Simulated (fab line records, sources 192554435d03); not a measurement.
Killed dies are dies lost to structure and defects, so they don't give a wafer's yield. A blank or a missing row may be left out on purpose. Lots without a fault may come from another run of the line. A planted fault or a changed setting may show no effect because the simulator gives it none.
Which tool did it? | flow n5_finfet | 11 lots, 32 wafers sampled, at 5 steps of a route of 1938

WHAT THE GAUGES READ, wafer by wafer
N5_BEOL_M6_THK_MEAS_01.
lot  | measured     | on            | M6_ILD_THK (nm)
L291 | day 9 06:41  | film_metro-01 | 155.4 157.4 156.6
L290 | day 9 09:52  | film_metro-01 | 153.9 157.3 155.7
L292 | day 9 14:48  | film_metro-01 | 153.9 155.3 154.9
L294 | day 10 02:30 | film_metro-02 | 154.6 156.1 157.4
L295 | day 10 06:51 | film_metro-01 | 152.9 155.4 153.4
L298 | day 11 02:52 | film_metro-02 | 153.9 154.1 156.0
L299 | day 11 11:55 | film_metro-01 | 151.6 155.7 153.9
L297 | day 11 12:13 | film_metro-01 | 153.6 156.7 155.2
L301 | day 11 20:41 | film_metro-02 | 153.1 155.1 154.7
L304 | day 12 05:59 | film_metro-01 | 153.5 158.4 157.9
L307 | day 13 04:41 | film_metro-02 | 155.7 164.5

WHICH TOOL RAN EACH LOT (tool, then ch and the chambers of the sampled wafers, then the start)
lot  | N5_BEOL_M5_ANNEAL_49         | N5_BEOL_M5_ANNEAL_89         | N5_BEOL_M5_PRE_CLEAN_77          | N5_BEOL_M6_ILD_DEP_00
L291 | pvd_sputter-03, day 9 00:20  | pvd_sputter-03, day 9 03:36  | cvd_co-02 ch 0,1,2, day 9 05:49  | pecvd-01 ch 0,1,2, day 9 06:06
L290 | pvd_sputter-02, day 9 03:55  | pvd_sputter-02, day 9 07:10  | cvd_co-02 ch 0,1, day 9 09:01    | pecvd-04 ch 0,1, day 9 09:18
L292 | pvd_sputter-02, day 9 08:35  | pvd_sputter-02, day 9 11:50  | cvd_co-01 ch 0,1,2, day 9 13:56  | pecvd-04 ch 0,2, day 9 14:13
L294 | pvd_sputter-02, day 9 20:30  | pvd_sputter-02, day 9 23:46  | cvd_co-01 ch 0,1,2, day 10 01:36 | pecvd-04 ch 1,2, day 10 01:55
L295 | pvd_sputter-03, day 10 00:50 | pvd_sputter-03, day 10 04:05 | cvd_co-01 ch 1,2, day 10 05:56   | pecvd-03 ch 0,1, day 10 06:15
L298 | pvd_sputter-02, day 10 20:53 | pvd_sputter-02, day 11 00:09 | cvd_co-01 ch 0,2, day 11 02:01   | pecvd-03 ch 0,1,2, day 11 02:17
L299 | pvd_sputter-02, day 11 05:56 | pvd_sputter-02, day 11 09:11 | cvd_co-02 ch 0,1,2, day 11 11:03 | pecvd-01 ch 0,1,2, day 11 11:20
L297 | pvd_sputter-01, day 11 06:15 | pvd_sputter-01, day 11 09:31 | cvd_co-01 ch 0,1, day 11 11:22   | pecvd-03 ch 0,1, day 11 11:39
L301 | pvd_sputter-02, day 11 14:43 | pvd_sputter-02, day 11 17:59 | cvd_co-02 ch 1,2, day 11 19:49   | pecvd-01 ch 0,1, day 11 20:07
L304 | pvd_sputter-01, day 11 23:39 | pvd_sputter-01, day 12 02:55 | cvd_co-02 ch 1,2, day 12 05:07   | pecvd-04 ch 1,2, day 12 05:25
L307 | pvd_sputter-03, day 12 22:43 | pvd_sputter-03, day 13 01:59 | cvd_co-01 ch 1,2, day 13 03:50   | pecvd-03 ch 0,2, day 13 04:07
- N5_BEOL_M5_ANNEAL_49: time 1800 s.
- N5_BEOL_M5_ANNEAL_89: time 1800 s.
- N5_BEOL_M5_PRE_CLEAN_77: time 15 s.
- N5_BEOL_M6_ILD_DEP_00: deposits SiCOH lowk from DEMS/porogen, target thk 179.75 nm, time 33.4 s.

THE ANSWER, worked out from the rows above alone
Rule: what is usual is taken from the lots themselves. Put in order of their means at a reading, lots are off if they are a third of the lots or fewer, leave a main group of 4 or more, and stand apart from it by a gap of 3 or more times the standard deviation of the main group's means; of several such gaps the widest counts. A main group whose means are all the same, to the digits that the tables above print for the reading, isn't used. A lot without any number at a reading at which 4 lots or more have one is off too. The other lots that the step has rows for count as sound.
Off: L307, at N5_BEOL_M6_THK_MEAS_01 (M6_ILD_THK). The main group: mean 155.1 nm, standard deviation 0.98.
A tool fits if, at a process step before that reading, it ran every lot that is off, and no sound lot after the first of them. The gauges at N5_BEOL_M6_THK_MEAS_01 are tried like those tools. Can't be told from this: 4 tools fit, pvd_sputter-03 at N5_BEOL_M5_ANNEAL_49 and N5_BEOL_M5_ANNEAL_89, cvd_co-01 at N5_BEOL_M5_PRE_CLEAN_77, pecvd-03 at N5_BEOL_M6_ILD_DEP_00, film_metro-02 at N5_BEOL_M6_THK_MEAS_01.

WHAT THE SIMULATOR HAD PUT IN
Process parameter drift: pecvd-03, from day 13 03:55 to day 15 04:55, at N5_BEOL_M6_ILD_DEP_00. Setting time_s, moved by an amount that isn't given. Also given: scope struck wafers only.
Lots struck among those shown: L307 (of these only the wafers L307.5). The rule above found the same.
